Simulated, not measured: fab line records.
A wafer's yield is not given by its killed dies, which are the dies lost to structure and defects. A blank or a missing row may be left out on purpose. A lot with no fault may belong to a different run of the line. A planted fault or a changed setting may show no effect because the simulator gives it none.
Which tool did it? :: flow n5Finfet :: Sampling: 11 lots, 33 wafers, 5 of 1938 route steps

== WHAT THE GAUGES READ, wafer by wafer ==
N5_SD_EPI_N_INSPECT_11: inspects for defects (macro).
lot: L075
measured: day 3 06:37
on: defectInspect-02
rawDefectCount: 0 0 5

lot: L077
measured: day 3 19:21
on: defectInspect-01
rawDefectCount: 2 2 1

lot: L079
measured: day 4 06:22
on: defectInspect-02
rawDefectCount: 0 0 2

lot: L081
measured: day 4 17:43
on: defectInspect-02
rawDefectCount: 1 2 2

lot: L083
measured: day 5 06:38
on: defectInspect-01
rawDefectCount: 0 1 0

lot: L085
measured: day 6 00:26
on: defectInspect-02
rawDefectCount: 2 1 1

lot: L088
measured: day 6 17:29
on: defectInspect-01
rawDefectCount: 5 4 2

lot: L090
measured: day 7 08:34
on: defectInspect-02
rawDefectCount: 2 4 0

lot: L092
measured: day 7 12:58
on: defectInspect-02
rawDefectCount: 1 5 1

lot: L095
measured: day 8 07:19
on: defectInspect-02
rawDefectCount: 2 0 0

lot: L097
measured: day 9 01:14
on: defectInspect-01
rawDefectCount: 4 0 0

== WHAT TOOL EACH LOT RAN ON (gives the tool, then ch and the chambers of the sampled wafers, and finally the start) ==
lot: L075
N5_FIN_SAQP_SPACER2_ALD_28: aldSin-03 ch 0,3, day 2 07:49
N5_STI_FIN_REVEAL_ETCHBACK_08: rieDiel-05 ch 1,3, day 2 16:34
N5_DUMMY_GATE_ETCH_36: rieDiel-03 ch 1,2, day 3 04:28
N5_DUMMY_GATE_ETCH_42: rieDiel-04 ch 1,3, day 3 05:19

lot: L077
N5_FIN_SAQP_SPACER2_ALD_28: aldSin-01 ch 0,1,3, day 2 19:59
N5_STI_FIN_REVEAL_ETCHBACK_08: rieDiel-06 ch 0,2,3, day 3 04:17
N5_DUMMY_GATE_ETCH_36: rieDiel-01 ch 0,2,3, day 3 17:18
N5_DUMMY_GATE_ETCH_42: rieDiel-01 ch 0,1,3, day 3 18:09

lot: L079
N5_FIN_SAQP_SPACER2_ALD_28: aldSin-03 ch 0,1,2, day 3 07:51
N5_STI_FIN_REVEAL_ETCHBACK_08: rieDiel-05 ch 0,1,2, day 3 16:06
N5_DUMMY_GATE_ETCH_36: rieDiel-04 ch 1,2,3, day 4 04:02
N5_DUMMY_GATE_ETCH_42: rieDiel-04 ch 0,1,2, day 4 04:51

lot: L081
N5_FIN_SAQP_SPACER2_ALD_28: aldSin-01 ch 2,3, day 3 19:31
N5_STI_FIN_REVEAL_ETCHBACK_08: rieDiel-02 ch 1,3, day 4 03:53
N5_DUMMY_GATE_ETCH_36: rieDiel-03 ch 1,3, day 4 15:44
N5_DUMMY_GATE_ETCH_42: rieDiel-01 ch 0,2,3, day 4 16:32

lot: L083
N5_FIN_SAQP_SPACER2_ALD_28: aldSin-03 ch 0,2,3, day 4 07:38
N5_STI_FIN_REVEAL_ETCHBACK_08: rieDiel-05 ch 0,2,3, day 4 16:07
N5_DUMMY_GATE_ETCH_36: rieDiel-03 ch 0,1,2, day 5 03:59
N5_DUMMY_GATE_ETCH_42: rieDiel-04 ch 1,2,3, day 5 04:48

lot: L085
N5_FIN_SAQP_SPACER2_ALD_28: aldSin-01 ch 0,1,2, day 4 19:38
N5_STI_FIN_REVEAL_ETCHBACK_08: rieDiel-06 ch 0,2,3, day 5 04:41
N5_DUMMY_GATE_ETCH_36: rieDiel-01 ch 1,2,3, day 5 22:01
N5_DUMMY_GATE_ETCH_42: rieDiel-03 ch 1,2,3, day 5 23:08

lot: L088
N5_FIN_SAQP_SPACER2_ALD_28: aldSin-01 ch 1,2, day 5 14:23
N5_STI_FIN_REVEAL_ETCHBACK_08: rieDiel-02 ch 0,2,3, day 5 23:13
N5_DUMMY_GATE_ETCH_36: rieDiel-03 ch 0,2,3, day 6 15:31
N5_DUMMY_GATE_ETCH_42: rieDiel-01 ch 0,1,3, day 6 16:19

lot: L090
N5_FIN_SAQP_SPACER2_ALD_28: aldSin-01 ch 0,2,3, day 6 02:35
N5_STI_FIN_REVEAL_ETCHBACK_08: rieDiel-05 ch 2,3, day 6 10:43
N5_DUMMY_GATE_ETCH_36: rieDiel-01 ch 1,2,3, day 7 06:16
N5_DUMMY_GATE_ETCH_42: rieDiel-01 ch 1,3, day 7 07:16

lot: L092
N5_FIN_SAQP_SPACER2_ALD_28: aldSin-04 ch 0,2,3, day 6 12:16
N5_STI_FIN_REVEAL_ETCHBACK_08: rieDiel-06 ch 0,1,3, day 6 20:26
N5_DUMMY_GATE_ETCH_36: rieDiel-04 ch 1,2, day 7 10:46
N5_DUMMY_GATE_ETCH_42: rieDiel-01 ch 1,2,3, day 7 11:41

lot: L095
N5_FIN_SAQP_SPACER2_ALD_28: aldSin-04 ch 0,1,3, day 7 07:49
N5_STI_FIN_REVEAL_ETCHBACK_08: rieDiel-06 ch 0,2,3, day 7 16:13
N5_DUMMY_GATE_ETCH_36: rieDiel-03 ch 0,2,3, day 8 05:07
N5_DUMMY_GATE_ETCH_42: rieDiel-03 ch 0,1,2, day 8 06:02

lot: L097
N5_FIN_SAQP_SPACER2_ALD_28: aldSin-01 ch 2,3, day 7 19:02
N5_STI_FIN_REVEAL_ETCHBACK_08: rieDiel-05 ch 1,2,3, day 8 08:08
N5_DUMMY_GATE_ETCH_36: rieDiel-01 ch 2,3, day 8 22:52
N5_DUMMY_GATE_ETCH_42: rieDiel-03 ch 2,3, day 8 23:57
- N5_FIN_SAQP_SPACER2_ALD_28: deposits SiO2, target thk 8.1 nm, pulse time 1 s, purge time 2 s.
- N5_STI_FIN_REVEAL_ETCHBACK_08: etches SiO2 in C4F6/O2, target depth 30.5 nm, time 10.167 s.
- N5_DUMMY_GATE_ETCH_36: etches SiARC in CF4, target depth 13 nm.
- N5_DUMMY_GATE_ETCH_42: etches SiO2 in CHF3/O2, target depth 3.5 nm, time 31 s.

== THE ANSWER, worked out from the rows above alone ==
Rule: what is usual is taken from the lots themselves. The widest of any qualifying gaps counts: lots, ordered by their means at a reading, are off when they make up no more than a third of the lots, leave a main group of 4 or more, and stand apart from it by 3 or more times the standard deviation of that group's means. Not used: any main group whose means are identical at the precision the tables above print for the reading. Also off: a lot with no number at a reading for which 4 or more lots have one. Where the step has rows for the other lots, those lots are counted as sound.
No lot is off on any of the readings shown, so nothing can be concluded from this.

== WHAT THE SIMULATOR HAD PUT IN ==
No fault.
